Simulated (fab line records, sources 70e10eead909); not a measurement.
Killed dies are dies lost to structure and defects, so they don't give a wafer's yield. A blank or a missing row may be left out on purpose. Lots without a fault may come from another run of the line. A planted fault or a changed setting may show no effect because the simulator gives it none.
Which tool did it? | flow nand_harc | 24 lots, 72 wafers sampled, at 5 steps of a route of 1159

WHAT THE GAUGES READ, wafer by wafer
NHARC_A_CONTACT_CD_MEAS_53. Usual: cd_nm 189.6 nm, standard deviation 0.84.
lot  | measured     | on        | cd_nm (nm)        | flag
L076 | day 16 09:04 | cd_sem-01 | 190.0 189.8 190.1 |
L074 | day 16 20:17 | cd_sem-02 | 188.1 188.2 188.7 |
L075 | day 17 01:35 | cd_sem-01 | 189.5 190.0 189.5 |
L078 | day 17 11:46 | cd_sem-03 | 190.0 189.5 190.3 |
L077 | day 17 15:58 | cd_sem-01 | 188.8 189.2 189.6 |
L079 | day 17 20:08 | cd_sem-02 | 189.9 190.1 189.8 |
L080 | day 17 21:20 | cd_sem-02 | 189.6 189.3 189.4 |
L081 | day 18 05:08 | cd_sem-01 | 189.9 191.1 190.1 |
L082 | day 18 07:09 | cd_sem-02 | 189.1 189.8 188.9 |
L084 | day 18 21:31 | cd_sem-03 | 188.6 189.2 189.3 |
L083 | day 18 23:13 | cd_sem-03 | 190.8 191.0 190.7 |
L087 | day 19 07:10 | cd_sem-03 | 190.3 190.2 190.0 |
L086 | day 19 09:13 | cd_sem-03 | 189.7 190.4 190.0 |
L085 | day 19 16:41 | cd_sem-02 | 190.3 189.8 189.9 |
L090 | day 19 23:07 | cd_sem-02 | 189.5 189.9 189.8 |
L089 | day 20 02:43 | cd_sem-02 | 190.7 190.4 190.0 |
L088 | day 20 12:35 | cd_sem-02 | 189.0 188.8 188.3 |
L092 | day 20 15:01 | cd_sem-02 | 189.6 189.2 189.3 |
L091 | day 20 22:19 | cd_sem-03 | 189.1 188.7 188.9 |
L094 | day 21 06:11 | cd_sem-02 | 189.3 189.0 188.3 |
L093 | day 21 06:37 | cd_sem-03 | 190.7 190.2 191.2 |
L095 | day 21 13:31 | cd_sem-03 | 190.2 189.2 190.5 |
L096 | day 21 17:48 | cd_sem-03 | 187.8 188.3 188.8 |
L097 | day 21 22:43 | cd_sem-01 | 190.3 189.0 189.9 |

NHARC_A_CONTACT_CD_MEAS_80. Usual: cd_nm 189.4 nm, standard deviation 0.8.
lot  | measured     | on        | cd_nm (nm)        | flag
L076 | day 16 15:56 | cd_sem-03 | 189.1 189.2 189.5 |
L074 | day 17 03:23 | cd_sem-02 | 187.3 187.9 187.9 |
L075 | day 17 10:53 | cd_sem-01 | 190.3 190.3 190.3 |
L078 | day 17 18:58 | cd_sem-03 | 189.4 189.1 189.8 |
L077 | day 17 22:44 | cd_sem-03 | 189.2 189.7 189.3 |
L079 | day 18 03:19 | cd_sem-03 | 189.1 189.3 188.8 |
L080 | day 18 05:48 | cd_sem-01 | 189.2 189.8 188.4 |
L081 | day 18 13:10 | cd_sem-03 | 189.0 189.1 189.2 |
L082 | day 18 16:53 | cd_sem-03 | 189.2 190.0 189.3 |
L084 | day 19 05:26 | cd_sem-03 | 188.3 188.3 188.7 |
L083 | day 19 07:46 | cd_sem-01 | 189.1 189.3 188.3 |
L087 | day 19 14:47 | cd_sem-02 | 189.5 189.5 190.0 |
L086 | day 19 16:49 | cd_sem-02 | 190.9 190.7 190.4 |
L085 | day 20 01:50 | cd_sem-03 | 189.3 190.5 189.7 |
L090 | day 20 06:32 | cd_sem-02 | 189.8 189.0 189.7 |
L089 | day 20 10:50 | cd_sem-01 | 190.2 190.5 190.5 |
L088 | day 20 21:06 | cd_sem-03 | 189.1 189.1 189.3 |
L092 | day 20 21:51 | cd_sem-02 | 188.4 188.3 188.9 |
L091 | day 21 10:55 | cd_sem-01 | 189.4 189.7 188.6 |
L094 | day 21 13:38 | cd_sem-01 | 191.0 190.2 190.0 |
L093 | day 21 15:37 | cd_sem-01 | 189.8 190.0 189.8 |
L095 | day 21 21:07 | cd_sem-02 | 189.7 190.0 190.0 |
L096 | day 22 01:28 | cd_sem-03 | 187.8 188.0 187.8 |
L097 | day 22 07:05 | cd_sem-02 | 189.6 190.3 190.2 |

WHICH TOOL RAN EACH LOT (tool, then ch and the chambers of the sampled wafers, then the start)
lot  | NHARC_A_CONTACT_STRIP_55                      | NHARC_A_CONTACT_ETCH_76                       | NHARC_A_CONTACT_ETCH_133
L076 | rie_diel-13 ch 1,2, day 16 15:16 or earlier   | rie_diel-13 ch 0,1,3, day 16 15:16 or earlier | har_cap_etch-03 ch 0,1, day 16 15:16
L074 | rie_diel-13 ch 0,1,3, day 17 02:38 or earlier | rie_diel-09 ch 0,1,3, day 17 02:38 or earlier | har_cap_etch-02 ch 0,1, day 17 02:38
L075 | rie_diel-13 ch 0,1,3, day 17 10:06 or earlier | rie_diel-11 ch 1,2, day 17 10:06 or earlier   | har_cap_etch-02 ch 0,1, day 17 10:06
L078 | rie_diel-13 ch 0,2,3, day 17 18:11 or earlier | rie_diel-13 ch 0,2, day 17 18:11 or earlier   | har_cap_etch-01 ch 0, day 17 18:11
L077 | rie_diel-11 ch 0,1,2, day 17 22:00 or earlier | rie_diel-13 ch 1,3, day 17 22:00 or earlier   | har_cap_etch-01 ch 1, day 17 22:00
L079 | rie_diel-11 ch 1,2, day 18 02:37 or earlier   | rie_diel-13 ch 0,3, day 18 02:37 or earlier   | har_cap_etch-02 ch 0,1, day 18 02:37
L080 | rie_diel-11 ch 0,1,3, day 18 05:08 or earlier | rie_diel-13 ch 1,2,3, day 18 05:08 or earlier | har_cap_etch-03 ch 0,1, day 18 05:08
L081 | rie_diel-09 ch 0,2,3, day 18 12:20 or earlier | rie_diel-11 ch 1,2, day 18 12:20 or earlier   | har_cap_etch-01 ch 0,1, day 18 12:20
L082 | rie_diel-13 ch 1,2,3, day 18 16:06 or earlier | rie_diel-11 ch 0,1,3, day 18 16:06 or earlier | har_cap_etch-03 ch 0,1, day 18 16:06
L084 | rie_diel-13 ch 0,1,2, day 19 01:29 or earlier | rie_diel-13 ch 0,1, day 19 01:29              | har_cap_etch-01 ch 0,1, day 19 04:20
L083 | rie_diel-13 ch 0,1, day 19 00:29              | rie_diel-11 ch 0,1,3, day 19 06:53 or earlier | har_cap_etch-03 ch 0,1, day 19 06:53
L087 | rie_diel-11 ch 0,1,3, day 19 13:59 or earlier | rie_diel-13 ch 0,1, day 19 13:59 or earlier   | har_cap_etch-03 ch 0,1, day 19 13:59
L086 | rie_diel-13 ch 0,1, day 19 16:01 or earlier   | rie_diel-11 ch 0,1, day 19 16:01 or earlier   | har_cap_etch-01 ch 0,1, day 19 16:01
L085 | rie_diel-13 ch 1,3, day 20 00:56 or earlier   | rie_diel-11 ch 1,2,3, day 20 00:56 or earlier | har_cap_etch-01 ch 0,1, day 20 00:56
L090 | rie_diel-09 ch 2,3, day 20 05:48 or earlier   | rie_diel-11 ch 1,2, day 20 05:48 or earlier   | har_cap_etch-03 ch 0,1, day 20 05:48
L089 | rie_diel-09 ch 0,3, day 20 09:53 or earlier   | rie_diel-13 ch 0,2, day 20 09:53 or earlier   | har_cap_etch-02 ch 0,1, day 20 09:53
L088 | rie_diel-09 ch 0,2,3, day 20 20:07 or earlier | rie_diel-11 ch 0,1,3, day 20 20:07 or earlier | har_cap_etch-03 ch 0,1, day 20 20:07
L092 | rie_diel-13 ch 0,2, day 20 21:07 or earlier   | rie_diel-13 ch 0,1,3, day 20 21:07 or earlier | har_cap_etch-02 ch 0, day 20 21:07
L091 | rie_diel-09 ch 0,1,3, day 21 10:00 or earlier | rie_diel-11 ch 0,3, day 21 10:00 or earlier   | har_cap_etch-01 ch 0,1, day 21 10:00
L094 | rie_diel-11 ch 2,3, day 21 12:46 or earlier   | rie_diel-11 ch 0,1,3, day 21 12:46 or earlier | har_cap_etch-03 ch 1, day 21 12:46
L093 | rie_diel-13 ch 1,3, day 21 14:44 or earlier   | rie_diel-11 ch 0,1,3, day 21 14:44 or earlier | har_cap_etch-01 ch 0,1, day 21 14:44
L095 | rie_diel-09 ch 0,2,3, day 21 20:10 or earlier | rie_diel-13 ch 1,3, day 21 20:10 or earlier   | har_cap_etch-01 ch 0, day 21 20:10
L096 | rie_diel-09 ch 0,1,2, day 22 00:39 or earlier | rie_diel-09 ch 0,1,2, day 22 00:39 or earlier | har_cap_etch-01 ch 0,1, day 22 00:39
L097 | rie_diel-09 ch 0,1,2, day 22 05:43 or earlier | rie_diel-09 ch 0,1,3, day 22 05:43 or earlier | har_cap_etch-03 ch 0,1, day 22 05:43
- NHARC_A_CONTACT_STRIP_55: strips in O2.
- NHARC_A_CONTACT_ETCH_76: etches the open film in N2/H2, target depth 260 nm, time 475.3 s.
- NHARC_A_CONTACT_ETCH_133: etches the open film in C4F8/O2/Ar, time 195 s, target depth 840 nm.

WHAT THE TOOLS THEMSELVES READ (means of the sampled wafers that have a number; where no wafer has one, the mark that the record gives instead)
NHARC_A_CONTACT_STRIP_55. Usual: drypump_motor_current_A 5.7 A, standard deviation 0.46; oes_product_au 0.999 a.u., standard deviation 0.007; rf_vpp_V 57.8 V, standard deviation 0.82; showerhead_plenum_p_Torr 3.52 Torr, standard deviation 0.093; throttle_valve_pct 17.036 %, standard deviation 0.0095.
lot  | tool        | drypump_motor_current_A (A) | oes_product_au (a.u.) | rf_vpp_V (V) | showerhead_plenum_p_Torr (Torr) | throttle_valve_pct (%) | flag
L076 | rie_diel-13 | 6.1                         | 0.998                 | 57.9         | 3.54                            | 17.044                 |
L074 | rie_diel-13 | 5.6                         | 0.999                 | 57.5         | 3.49                            | 17.035                 |
L075 | rie_diel-13 | 5.6                         | 0.996                 | 57.3         | 3.49                            | 17.034                 |
L078 | rie_diel-13 | 5.6                         | 0.999                 | 57.4         | 3.53                            | 17.043                 |
L077 | rie_diel-11 | 5.8                         | 1.005                 | 57.4         | 3.48                            | 17.026                 |
L079 | rie_diel-11 | 5.8                         | 0.994                 | 57.2         | 3.52                            | 17.037                 |
L080 | rie_diel-11 | 5.5                         | 1.009                 | 57.7         | 3.44                            | 17.033                 |
L081 | rie_diel-09 | 5.5                         | 1.001                 | 57.5         | 3.53                            | 17.032                 |
L082 | rie_diel-13 | 5.8                         | 0.998                 | 58.0         | 3.52                            | 17.033                 |
L084 | rie_diel-13 | 6.0                         | 0.994                 | 57.7         | 3.54                            | 17.033                 |
L083 | rie_diel-13 | 5.8                         | 1.001                 | 57.5         | 3.52                            | 17.039                 |
L087 | rie_diel-11 | 5.4                         | 1.008                 | 58.4         | 3.43                            | 17.029                 |
L086 | rie_diel-13 | 6.0                         | 1.005                 | 57.9         | 3.50                            | 17.034                 |
L085 | rie_diel-13 | 5.8                         | 0.992                 | 57.7         | 3.48                            | 17.036                 |
L090 | rie_diel-09 | 5.7                         | 1.002                 | 57.0         | 3.43                            | 17.041                 |
L089 | rie_diel-09 | 5.6                         | 1.001                 | 58.4         | 3.47                            | 17.036                 |
L088 | rie_diel-09 | 5.5                         | 0.995                 | 58.2         | 3.52                            | 17.037                 |
L092 | rie_diel-13 | 5.9                         | 1.003                 | 57.7         | 3.58                            | 17.035                 |
L091 | rie_diel-09 | 6.0                         | 0.998                 | 58.4         | 3.56                            | 17.042                 |
L094 | rie_diel-11 | 5.7                         | 0.997                 | 58.2         | 3.54                            | 17.034                 |
L093 | rie_diel-13 | 5.8                         | 0.997                 | 57.5         | 3.47                            | 17.038                 |
L095 | rie_diel-09 | 5.6                         | 0.993                 | 57.4         | 3.52                            | 17.038                 |
L096 | rie_diel-09 | 5.9                         | 0.995                 | 58.4         | 3.61                            | 17.030                 |
L097 | rie_diel-09 | 5.9                         | 0.998                 | 58.2         | 3.61                            | 17.034                 |

NHARC_A_CONTACT_ETCH_76. Usual: drypump_motor_current_A 5.7 A, standard deviation 0.46; oes_product_au 0.997 a.u., standard deviation 0.0074; rf_vpp_V 430.1 V, standard deviation 1.7; showerhead_plenum_p_Torr 2.02 Torr, standard deviation 0.056; throttle_valve_pct 14.171 %, standard deviation 0.01.
lot  | tool        | drypump_motor_current_A (A) | oes_product_au (a.u.) | rf_vpp_V (V) | showerhead_plenum_p_Torr (Torr) | throttle_valve_pct (%) | flag
L076 | rie_diel-13 | 5.6                         | 0.999                 | 429.4        | 2.02                            | 14.174                 |
L074 | rie_diel-09 | 6.0                         | 0.998                 | 431.2        | 2.07                            | 14.178                 |
L075 | rie_diel-11 | 5.6                         | 0.990                 | 428.9        | 1.98                            | 14.169                 |
L078 | rie_diel-13 | 5.8                         | 1.011                 | 431.6        | 2.06                            | 14.175                 |
L077 | rie_diel-13 | 5.8                         | 0.998                 | 429.4        | 2.01                            | 14.178                 |
L079 | rie_diel-13 | 5.3                         | 1.001                 | 430.2        | 2.01                            | 14.172                 |
L080 | rie_diel-13 | 5.8                         | 0.996                 | 430.8        | 2.03                            | 14.171                 |
L081 | rie_diel-11 | 5.5                         | 0.997                 | 429.9        | 1.98                            | 14.164                 |
L082 | rie_diel-11 | 5.5                         | 0.997                 | 428.9        | 1.98                            | 14.168                 |
L084 | rie_diel-13 | 5.8                         | 1.000                 | 430.3        | 2.03                            | 14.176                 |
L083 | rie_diel-11 | 5.4                         | 0.999                 | 430.1        | 1.98                            | 14.175                 |
L087 | rie_diel-13 | 5.8                         | 0.993                 | 430.4        | 2.03                            | 14.172                 |
L086 | rie_diel-11 | 5.8                         | 0.998                 | 429.7        | 1.98                            | 14.168                 |
L085 | rie_diel-11 | 5.4                         | 0.998                 | 429.5        | 1.99                            | 14.167                 |
L090 | rie_diel-11 | 5.8                         | 0.996                 | 429.5        | 2.02                            | 14.174                 |
L089 | rie_diel-13 | 6.0                         | 0.991                 | 431.1        | 2.07                            | 14.170                 |
L088 | rie_diel-11 | 5.5                         | 1.006                 | 429.4        | 1.97                            | 14.166                 |
L092 | rie_diel-13 | 5.6                         | 0.998                 | 429.0        | 2.01                            | 14.178                 |
L091 | rie_diel-11 | 5.3                         | 1.002                 | 429.0        | 2.00                            | 14.162                 |
L094 | rie_diel-11 | 5.4                         | 1.002                 | 428.0        | 1.97                            | 14.170                 |
L093 | rie_diel-11 | 5.4                         | 1.005                 | 429.1        | 1.97                            | 14.159                 |
L095 | rie_diel-13 | 5.8                         | 1.000                 | 429.6        | 2.00                            | 14.170                 |
L096 | rie_diel-09 | 5.9                         | 0.995                 | 431.6        | 2.09                            | 14.167                 |
L097 | rie_diel-09 | 6.0                         | 0.999                 | 431.1        | 2.06                            | 14.175                 |

THE ANSWER, worked out from the rows above alone
Rule: a lot is off if the mean of its wafers that have a number lies more than 3 standard deviations from the usual mean. A lot without any number at a reading at which 4 lots or more have one is off too. The other lots that the step has rows for count as sound. The gauges are gone through in route order, then the tools' own readings, and for those a lot's mean is taken as printed above. The first step at which some lot is off is used, and at that step the reading that is off furthest; a lot without a number counts as furthest.
No lot is off at any reading shown: from this, nothing can be told.

WHAT THE SIMULATOR HAD PUT IN
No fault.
